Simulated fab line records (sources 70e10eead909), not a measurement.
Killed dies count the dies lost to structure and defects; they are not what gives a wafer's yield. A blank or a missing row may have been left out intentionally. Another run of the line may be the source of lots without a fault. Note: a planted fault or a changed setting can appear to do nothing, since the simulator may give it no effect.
Which tool did it?    flow nand harc    11 lots, 33 wafers sampled, at 5 steps of a route of 1302

WHAT THE GAUGES SHOWED, per wafer
NHARC_END_SORT_01. Usual: killed at array 53, standard deviation 18; killed at other 0.9, standard deviation 1.3; killed at periphery 4, standard deviation 3.1; killed dies 58, standard deviation 18; killed open 3.4, standard deviation 2; killed short 2.5, standard deviation 1.8.
lot   measured      on         killed at array  killed at other  killed at periphery  killed dies  killed open  killed short  flag
L128  day 29 17:29  prober-02  30 49 46         0 1 0            1 1 1                31 51 47     5 1 4        2 1 0         

TOOL THAT RAN EACH LOT (tool first, then ch and the chambers of the sampled wafers, then the start)
lot   NHARC_A_STAIRCASE_TRIM_191                     NHARC_A_STAIRCASE_TRIM_196          NHARC_A_STAIRCASE_TRIM_198          NHARC_A_STAIRCASE_ETCH_203
L116  rie diel-05 ch 0,3, day 15 16:47 or earlier    rie diel-04 ch 0,2,3, day 15 16:47  rie diel-04 ch 2,3, day 15 17:02    rie diel-04 ch 0,3, no start
L115  rie diel-05 ch 0,1, day 16 16:11 or earlier    rie diel-05 ch 1,2, day 16 16:11    rie diel-05 ch 0,2, day 16 16:28    rie diel-05 ch 1,2,3, no start
L118  rie diel-05 ch 0,1,3, day 16 22:35 or earlier  rie diel-05 ch 1,2,3, day 16 22:35  rie diel-05 ch 0,1,3, day 16 22:52  rie diel-05 ch 0,1,2, no start
L117  rie diel-05 ch 1,2,3, day 16 22:57 or earlier  rie diel-04 ch 0,1,3, day 16 22:57  rie diel-04 ch 0,1,2, day 16 23:14  rie diel-04 ch 0,1,2, no start
L119  rie diel-04 ch 0,3, day 17 13:29 or earlier    rie diel-04 ch 2,3, day 17 13:29    rie diel-04 ch 2,3, day 17 13:46    rie diel-04 ch 0,3, no start
L125  rie diel-02 ch 0,2, day 20 14:08 or earlier    rie diel-02 ch 0,2, day 20 14:08    rie diel-02 ch 0,2, day 20 14:31    rie diel-02 ch 0,2, no start
L126  rie diel-02 ch 0,2, day 20 18:23 or earlier    rie diel-04 ch 0,1, day 20 18:23    rie diel-04 ch 1,3, day 20 18:41    rie diel-04 ch 2,3, no start
L127  rie diel-05 ch 0,3, day 20 19:10 or earlier    rie diel-05 ch 0,1,2, day 20 19:10  rie diel-05 ch 0,1,2, day 20 19:25  rie diel-05 ch 0,2,3, no start
L128  rie diel-04 ch 1,3, day 20 22:05 or earlier    rie diel-04 ch 0,1, day 20 22:05    rie diel-04 ch 0,2, day 20 22:23    rie diel-04 ch 1,2, day 29 17:29 or earlier
L135  rie diel-02 ch 2,3, day 24 17:49 or earlier    rie diel-04 ch 0,2,3, day 24 17:49  rie diel-04 ch 1,3, day 24 18:06    rie diel-04 ch 0,1,2, no start
L138  rie diel-02 ch 0,1,2, day 25 14:53 or earlier  rie diel-04 ch 1,2,3, day 25 14:53  rie diel-04 ch 2,3, day 25 15:08    rie diel-04 ch 1,2,3, no start
- NHARC_A_STAIRCASE_TRIM_191: chemistry O2, time 211.2 s.
- NHARC_A_STAIRCASE_TRIM_196: chemistry O2, time 211.2 s.
- NHARC_A_STAIRCASE_TRIM_198: chemistry O2, time 211.2 s.
- NHARC_A_STAIRCASE_ETCH_203: etches the open film in C4F8/O2, target depth 100 nm, time 40.5 s.

WHAT THE TOOLS THEMSELVES READ (means of the sampled wafers that have a number; where no wafer has one, the mark that the record gives instead)
NHARC_A_STAIRCASE_TRIM_191. Usual: drypump motor current A is 5.6 A with standard deviation 0.51, o2 flow sccm is 500.0 sccm with standard deviation 1.5, oes product au is 1.000 a.u. with standard deviation 0.0075, rf vpp V is 57.7 V with standard deviation 0.77, run length s is 232.5 s with standard deviation 0.44, showerhead plenum p Torr is 3.48 Torr with standard deviation 0.12, and throttle valve pct is 17.036 % with standard deviation 0.0091.
lot   tool         drypump motor current A (A)  o2 flow sccm (sccm)  oes product au (a.u.)  rf vpp V (V)  run length s (s)  showerhead plenum p Torr (Torr)  throttle valve pct (%)  flag
L116  rie diel-05  5.7                          500.8                1.000                  57.0          232.7             3.48                             17.030                  
L115  rie diel-05  5.2                          500.1                1.008                  58.0          232.5             3.59                             17.040                  
L118  rie diel-05  5.3                          500.2                1.011                  57.4          232.7             3.51                             17.032                  
L117  rie diel-05  5.3                          500.2                1.001                  57.8          232.9             3.49                             17.040                  
L119  rie diel-04  6.0                          499.0                1.001                  57.3          232.5             3.51                             17.037                  
L125  rie diel-02  5.3                          499.1                0.995                  58.4          232.1             3.45                             17.026                  
L126  rie diel-02  5.5                          499.4                0.996                  58.1          232.4             3.50                             17.038                  
L127  rie diel-05  5.7                          500.3                1.001                  57.9          232.6             3.47                             17.030                  
L128  rie diel-04  6.0                          500.8                0.997                  57.7          232.1             3.49                             17.030                  
L135  rie diel-02  5.6                          500.1                1.008                  57.2          233.2             3.37                             17.035                  
L138  rie diel-02  5.5                          499.1                1.004                  57.3          232.4             3.56                             17.024                  

NHARC_A_STAIRCASE_TRIM_196. Usual: drypump motor current A is 5.6 A with standard deviation 0.51, o2 flow sccm is 499.9 sccm with standard deviation 1.3, oes product au is 1.000 a.u. with standard deviation 0.0077, rf vpp V is 57.6 V with standard deviation 0.85, run length s is 232.4 s with standard deviation 0.46, showerhead plenum p Torr is 3.47 Torr with standard deviation 0.11, and throttle valve pct is 17.038 % with standard deviation 0.0096.
lot   tool         drypump motor current A (A)  o2 flow sccm (sccm)  oes product au (a.u.)  rf vpp V (V)  run length s (s)  showerhead plenum p Torr (Torr)  throttle valve pct (%)  flag
L116  rie diel-04  5.6                          500.0                0.995                  57.1          232.3             3.45                             17.043                  
L115  rie diel-05  5.3                          500.2                1.006                  57.9          232.3             3.57                             17.039                  
L118  rie diel-05  5.3                          500.3                0.997                  57.7          232.7             3.49                             17.027                  
L117  rie diel-04  5.9                          499.9                0.997                  57.8          232.5             3.49                             17.052                  
L119  rie diel-04  5.5                          500.4                1.003                  57.4          231.8             3.42                             17.039                  
L125  rie diel-02  5.6                          499.7                0.995                  57.6          232.1             3.50                             17.044                  
L126  rie diel-04  5.7                          499.0                1.000                  57.8          232.7             3.41                             17.032                  
L127  rie diel-05  5.7                          500.2                0.998                  57.9          232.5             3.52                             17.041                  
L128  rie diel-04  5.8                          500.1                1.007                  57.2          232.4             3.43                             17.036                  
L135  rie diel-04  5.6                          501.0                1.006                  58.2          232.3             3.41                             17.044                  
L138  rie diel-04  5.7                          499.3                1.005                  57.9          232.2             3.43                             17.039                  

NHARC_A_STAIRCASE_TRIM_198. Usual: drypump motor current A is 5.6 A with standard deviation 0.52, o2 flow sccm is 500.1 sccm with standard deviation 1.5, oes product au is 1.000 a.u. with standard deviation 0.0077, rf vpp V is 57.6 V with standard deviation 0.87, run length s is 232.4 s with standard deviation 0.43, showerhead plenum p Torr is 3.47 Torr with standard deviation 0.11, and throttle valve pct is 17.037 % with standard deviation 0.0083.
lot   tool         drypump motor current A (A)  o2 flow sccm (sccm)  oes product au (a.u.)  rf vpp V (V)  run length s (s)  showerhead plenum p Torr (Torr)  throttle valve pct (%)  flag
L116  rie diel-04  5.4                          500.2                0.995                  57.7          232.0             3.43                             17.034                  
L115  rie diel-05  6.2                          499.2                1.002                  57.6          232.8             3.51                             17.033                  
L118  rie diel-05  5.3                          498.9                1.013                  56.7          232.4             3.51                             17.042                  
L117  rie diel-04  5.6                          499.4                1.000                  57.6          232.2             3.41                             17.041                  
L119  rie diel-04  5.8                          499.6                0.999                  57.6          232.2             3.50                             17.042                  
L125  rie diel-02  5.3                          501.4                1.000                  57.1          232.0             3.45                             17.048                  
L126  rie diel-04  6.0                          500.3                0.993                  58.0          232.2             3.52                             17.038                  
L127  rie diel-05  5.7                          500.8                0.994                  58.1          232.5             3.52                             17.026                  
L128  rie diel-04  5.3                          499.4                0.994                  58.1          232.8             3.35                             17.040                  
L135  rie diel-04  6.1                          500.7                1.002                  57.0          236.8             3.51                             17.036                  OFF
L138  rie diel-04  5.8                          498.8                1.004                  58.3          234.5             3.47                             17.035                  OFF

NHARC_A_STAIRCASE_ETCH_203. Usual: bias w 1000 W, standard deviation 3.2; oes product au 0.944 a.u., standard deviation 0.0094; rf vpp V 894 V, standard deviation 4.
lot   tool         bias w (W)  oes product au (a.u.)  rf vpp V (V)  flag
L116  rie diel-04  998         0.939                  893           
L115  rie diel-05  997         0.950                  895           
L118  rie diel-05  998         0.947                  896           
L117  rie diel-04  998         0.945                  892           
L119  rie diel-04  1001        0.938                  895           
L125  rie diel-02  1001        0.937                  894           
L126  rie diel-04  1000        0.943                  895           
L127  rie diel-05  1001        0.939                  893           
L128  rie diel-04  1000        0.947                  892           
L135  rie diel-04  1000        0.943                  890           
L138  rie diel-04  997         0.931                  892           

THE ANSWER, worked out from the rows above alone
Rule: a lot counts as off when the mean over its wafers that have a number is more than 3 standard deviations away from the usual mean. Also off: a lot with no number at a reading for which 4 or more lots have one. Any other lot the step has rows for is counted as sound. Order of review: gauges by route order, followed by the tools' own readings, for which a lot's mean as printed above is used. The first step at which some lot is off is used, and at that step the reading that is off furthest; a lot without a number counts as furthest.
Off: L135, L138 (NHARC_A_STAIRCASE_TRIM_198, run length s).
A tool fits if, at that step or a process step before it, it ran every lot that is off, and no sound lot after the first of them. With no start given for some of its lots, NHARC_A_STAIRCASE_TRIM_191 uses the hours and lot order of NHARC_A_STAIRCASE_TRIM_196. 2 tools fit, rie diel-02 at NHARC_A_STAIRCASE_TRIM_191 and rie diel-04 at NHARC_A_STAIRCASE_TRIM_196 and NHARC_A_STAIRCASE_TRIM_198, so this cannot tell which one it is.

WHAT WAS PUT IN BY THE SIMULATOR
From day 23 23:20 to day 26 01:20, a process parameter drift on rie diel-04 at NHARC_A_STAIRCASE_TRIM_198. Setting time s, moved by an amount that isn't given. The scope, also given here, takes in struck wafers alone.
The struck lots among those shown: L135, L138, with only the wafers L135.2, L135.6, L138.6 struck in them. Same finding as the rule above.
